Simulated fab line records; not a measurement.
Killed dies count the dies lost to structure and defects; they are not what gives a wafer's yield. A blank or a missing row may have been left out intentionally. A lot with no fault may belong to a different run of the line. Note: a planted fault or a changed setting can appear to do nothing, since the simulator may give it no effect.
Chamber matching / flow nand_harc / rie_si-03 running NHARC_A_ZERO_WELL_ETCH_13: 3 sister chambers
The step etches the open film in HBr/Cl2, target depth 120 nm, time 40.1 s. 20 wafers are shown with their chamber, then 9 later ones without.

## EACH WAFER AND ITS CHAMBER
wafer=L075.1; chamber=1; drypump_motor_current_A (A)=6.2; oes_product_au (a.u.)=1.001; chamber_pressure_mTorr (mTorr)=14.999
wafer=L075.3; chamber=2; drypump_motor_current_A (A)=6.1; oes_product_au (a.u.)=1.007; chamber_pressure_mTorr (mTorr)=14.998
wafer=L075.5; chamber=0; drypump_motor_current_A (A)=5.6; oes_product_au (a.u.)=0.994; chamber_pressure_mTorr (mTorr)=15.000
wafer=L080.1; chamber=0; drypump_motor_current_A (A)=5.6; oes_product_au (a.u.)=0.992; chamber_pressure_mTorr (mTorr)=15.025
wafer=L080.2; chamber=1; drypump_motor_current_A (A)=6.2; oes_product_au (a.u.)=1.003; chamber_pressure_mTorr (mTorr)=15.024
wafer=L080.6; chamber=0; drypump_motor_current_A (A)=5.5; oes_product_au (a.u.)=0.988; chamber_pressure_mTorr (mTorr)=15.027
wafer=L083.1; chamber=2; drypump_motor_current_A (A)=6.1; oes_product_au (a.u.)=1.001; chamber_pressure_mTorr (mTorr)=14.988
wafer=L083.2; chamber=0; drypump_motor_current_A (A)=5.6; oes_product_au (a.u.)=0.989; chamber_pressure_mTorr (mTorr)=15.008
wafer=L083.6; chamber=2; drypump_motor_current_A (A)=6.1; oes_product_au (a.u.)=0.999; chamber_pressure_mTorr (mTorr)=15.029
wafer=L085.1; chamber=2; drypump_motor_current_A (A)=6.1; oes_product_au (a.u.)=1.011; chamber_pressure_mTorr (mTorr)=15.015
wafer=L085.4; chamber=2; drypump_motor_current_A (A)=6.1; oes_product_au (a.u.)=1.010; chamber_pressure_mTorr (mTorr)=14.989
wafer=L085.5; chamber=1; drypump_motor_current_A (A)=6.2; oes_product_au (a.u.)=1.002; chamber_pressure_mTorr (mTorr)=14.987
wafer=L087.1; chamber=1; drypump_motor_current_A (A)=6.2; oes_product_au (a.u.)=1.000; chamber_pressure_mTorr (mTorr)=15.012
wafer=L087.2; chamber=2; drypump_motor_current_A (A)=6.0; oes_product_au (a.u.)=1.008; chamber_pressure_mTorr (mTorr)=14.992
wafer=L087.4; chamber=0; drypump_motor_current_A (A)=5.6; oes_product_au (a.u.)=1.000; chamber_pressure_mTorr (mTorr)=15.011
wafer=L089.1; chamber=0; drypump_motor_current_A (A)=5.6; oes_product_au (a.u.)=0.996; chamber_pressure_mTorr (mTorr)=14.994
wafer=L089.2; chamber=2; drypump_motor_current_A (A)=6.1; oes_product_au (a.u.)=1.005; chamber_pressure_mTorr (mTorr)=15.038
wafer=L089.6; chamber=0; drypump_motor_current_A (A)=5.6; oes_product_au (a.u.)=0.994; chamber_pressure_mTorr (mTorr)=15.018
wafer=L090.1; chamber=2; drypump_motor_current_A (A)=6.1; oes_product_au (a.u.)=0.999; chamber_pressure_mTorr (mTorr)=14.975
wafer=L090.3; chamber=1; drypump_motor_current_A (A)=6.2; oes_product_au (a.u.)=1.004; chamber_pressure_mTorr (mTorr)=14.976

SIGNATURES (averages over the wafers above)
reading=drypump_motor_current_A; chamber 0=5.586; chamber 1=6.200; chamber 2=6.087; scatter within a chamber=0.0319
reading=oes_product_au; chamber 0=0.99329; chamber 1=1.00200; chamber 2=1.00500; scatter within a chamber=0.00401
reading=chamber_pressure_mTorr; chamber 0=15.01186; chamber 1=14.99960; chamber 2=15.00300; scatter within a chamber=0.0184
Rule: for each reading, subtract the chamber's mean from the wafer's reading, divide by that reading's scatter and square the result; add these up over the readings and take the root, which gives the wafer's distance from the chamber. If the next closest chamber is less than 2 further off than the closest, the wafer can't be placed; otherwise it belongs to the closest. The scatter: the root of (the sum of the squares of (reading less its chamber's mean) over the shown wafers, divided by (wafers less chambers)).

## WAFERS WHOSE CHAMBER IS MISSING
wafer=L090.6; drypump_motor_current_A (A)=5.6; oes_product_au (a.u.)=1.005; chamber_pressure_mTorr (mTorr)=15.018
wafer=L093.1; drypump_motor_current_A (A)=6.2; oes_product_au (a.u.)=0.996; chamber_pressure_mTorr (mTorr)=15.010
wafer=L093.3; drypump_motor_current_A (A)=5.6; oes_product_au (a.u.)=1.001; chamber_pressure_mTorr (mTorr)=14.993
wafer=L093.4; drypump_motor_current_A (A)=6.1; oes_product_au (a.u.)=1.012; chamber_pressure_mTorr (mTorr)=15.055
wafer=L094.1; drypump_motor_current_A (A)=6.2; oes_product_au (a.u.)=0.996; chamber_pressure_mTorr (mTorr)=14.995
wafer=L094.6; drypump_motor_current_A (A)=6.1; oes_product_au (a.u.)=0.997; chamber_pressure_mTorr (mTorr)=14.979
wafer=L096.1; drypump_motor_current_A (A)=5.6; oes_product_au (a.u.)=1.001; chamber_pressure_mTorr (mTorr)=15.001
wafer=L096.2; drypump_motor_current_A (A)=6.2; oes_product_au (a.u.)=0.995; chamber_pressure_mTorr (mTorr)=15.001
wafer=L096.5; drypump_motor_current_A (A)=6.1; oes_product_au (a.u.)=1.008; chamber_pressure_mTorr (mTorr)=15.013

## WHICH CHAMBER EACH WENT THROUGH
wafer=L090.6; from the rows above=0; in truth=0
wafer=L093.1; from the rows above=1; in truth=1
wafer=L093.3; from the rows above=0; in truth=0
wafer=L093.4; from the rows above=can't be placed: 2 or 1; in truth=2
wafer=L094.1; from the rows above=1; in truth=1
wafer=L094.6; from the rows above=can't be placed: 2 or 1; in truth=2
wafer=L096.1; from the rows above=0; in truth=0
wafer=L096.2; from the rows above=1; in truth=1
wafer=L096.5; from the rows above=2; in truth=2
Correctly placed: 7 of 9. Not placeable from these rows: 2 (in 2, the candidates include the true chamber). Placed wrongly: 0.
